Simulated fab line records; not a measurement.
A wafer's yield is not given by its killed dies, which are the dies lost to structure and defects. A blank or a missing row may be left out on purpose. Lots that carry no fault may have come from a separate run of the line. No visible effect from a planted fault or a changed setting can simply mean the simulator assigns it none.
Split-lot experiment + flow n5 finfet + 7 lots, 21 wafers read, on a route of 1938 steps

ABOUT THE SPLIT
At N5_BEOL_M4_TRENCH_ETCH_37 (etches SiOC in C4F6/O2, target depth 55.555 nm, time 29.2 s), the setting time s was moved away from the recipe's 29.2 s on 6 of the 21 wafers read, by -10.5% to +18.4%. This setting was run at the recipe's value on the other wafers.

FROM THE SPLIT TO THE READING: what the file shows between them, 9 steps
- N5_BEOL_M4_ETCH_41: etches SiCN in CH3F/O2, target depth 29.9 nm, time 52.5 s
- N5_BEOL_M4_STRIP_97: strips in N2/H2, time 10 s
- N5_BEOL_M4_PRECLEAN_42: cleans in residue remover, time 60 s
- N5_BEOL_M4_SRD_43: time 30 s
- N5_BEOL_M4_CD_MEAS_35: target cd 18 nm, target cd y 22.4 nm
- N5_BEOL_M4_DEGAS_44: time 60 s
- N5_BEOL_M4_PRE_CLEAN_45: time 30 s
- N5_BEOL_M4_ECD_50: material Cu, target thk 300 nm
- N5_BEOL_M4_ANNEAL_51: time 90 s

THE READING
Cu_of_BEOL_M4_ECD_50.thk nm (the simulator's own value, which no gauge read), in nm, at N5_BEOL_M4_CMP_52 (polishes, stops on SiOC, t overpolish 6.8 s, target thk 40 nm). The file gives no usual value for it. Average 39.7 nm, standard deviation 0.82 nm, over the 15 wafers here run with the recipe.

| wafer  | tool, chamber at the split | time s as run, s | against the recipe | Cu_of_BEOL_M4_ECD_50.thk nm, nm | against lot-mates on the recipe |
|--------|----------------------------|------------------|--------------------|---------------------------------|---------------------------------|
| L076.3 | rie diel-06, 1             | 29.2             | recipe             | 40                              | -                               |
| L076.5 | rie diel-06, 2             | 26.27            | -10.0%             | 35.6                            | -4.0                            |
| L076.6 | rie diel-06, 1             | 29.2             | recipe             | 39.2                            | -                               |
| L077.4 | rie diel-06, 0             | 29.2             | recipe             | 39.2                            | -                               |
| L077.3 | rie diel-06, 1             | 29.2             | recipe             | 39.8                            | -                               |
| L077.1 | rie diel-06, 3             | 29.2             | recipe             | 40.4                            | -                               |
| L080.4 | rie diel-03, 0             | 29.2             | recipe             | 40.2                            | -                               |
| L080.3 | rie diel-03, 3             | 26.14            | -10.5%             | 33.4                            | -6.8                            |
| L080.6 | rie diel-03, 3             | 26.14            | -10.5%             | 34                              | -6.2                            |
| L079.2 | rie diel-03, 3             | 29.2             | recipe             | 38.8                            | -                               |
| L079.4 | rie diel-03, 2             | 33.61            | +15.1%             | 48.6                            | +10.2                           |
| L079.6 | rie diel-03, 1             | 29.2             | recipe             | 38                              | -                               |
| L083.3 | rie diel-04, 2             | 29.2             | recipe             | 40.8                            | -                               |
| L083.4 | rie diel-04, 0             | 29.2             | recipe             | 40.6                            | -                               |
| L083.5 | rie diel-04, 0             | 29.2             | recipe             | 41                              | -                               |
| L092.4 | rie diel-03, 0             | 34.58            | +18.4%             | 49.6                            | +9.4                            |
| L092.1 | rie diel-03, 1             | 29.2             | recipe             | 40.2                            | -                               |
| L092.5 | rie diel-03, 0             | 34.58            | +18.4%             | 47.8                            | +7.6                            |
| L097.4 | rie diel-03, 3             | 29.2             | recipe             | 39.6                            | -                               |
| L097.6 | rie diel-03, 3             | 29.2             | recipe             | 39.2                            | -                               |
| L097.5 | rie diel-03, 0             | 29.2             | recipe             | 38.8                            | -                               |

FIT RESULTS
A straight line over all 21 wafers: Cu_of_BEOL_M4_ECD_50.thk nm changes by +0.515 nm for each +1% of time s; r = +0.98; the points scatter about the line by 0.9 nm.
The same after taking each lot's own level away (the mean of its wafers on the recipe; 21 wafers): +0.525 nm for each +1%; r = +0.98; scatter 0.89 nm.
The reading moves by 9.7 nm for the largest change in time s, on that fit.
The lots' own levels span 38.40 to 40.80 nm, that is 2.9 times the standard deviation above.
Consequently the slope shifts little with the lot-to-lot level, the two slopes agreeing.
Check: +9.74 nm against its lot-mates is what the line predicts for one of the wafers moved furthest among these (+18.4%) when that wafer is left out of the fit. It came out at +9.4 nm against them.

OTHER SPLITS ON THESE WAFERS
Other splits were also applied to these wafers ahead of the reading. Each is held against what the fit with the lots' levels taken away leaves over:
| other split on the same wafers | wafers away from the commonest value | r with Cu_of_BEOL_M4_ECD_50.thk nm (lot level and that fit taken away) |
|--------------------------------|--------------------------------------|------------------------------------------------------------------------|
| N5_BEOL_M4_EXPOSE_08 dose mj   | 9                                    | +0.14                                                                  |
| N5_BEOL_M4_DESCUM_33 time s    | 5                                    | -0.17                                                                  |

THE WHOLE CHAIN: every reading that the file lists as answering this split, in the file's order
| step                      | what it does                                                  | reading                                                                      | change (the file's fit)               | r (the file's) |
|---------------------------|---------------------------------------------------------------|------------------------------------------------------------------------------|---------------------------------------|----------------|
| N5_BEOL_M4_TRENCH_ETCH_37 | etches SiOC in C4F6/O2, target depth 55.555 nm, time 29.2 s   | BEOL_M4.feature depth nm (the simulator's own value, which no gauge read)    | +0.522 nm for each +1% of the setting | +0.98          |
| N5_BEOL_M4_TRENCH_ETCH_37 | etches SiOC in C4F6/O2, target depth 55.555 nm, time 29.2 s   | etch.depth nm (the simulator's own value, which no gauge read)               | +0.522 nm for each +1% of the setting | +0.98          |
| N5_BEOL_M4_CMP_52         | polishes, stops on SiOC, t overpolish 6.8 s, target thk 40 nm | Cu_of_BEOL_M4_ECD_50.thk nm (the simulator's own value, which no gauge read) | +0.538 nm for each +1% of the setting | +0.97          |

THE FILE'S OWN FIT
Cu_of_BEOL_M4_ECD_50.thk nm changes by +0.538 nm for each +1% of time s, r = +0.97.
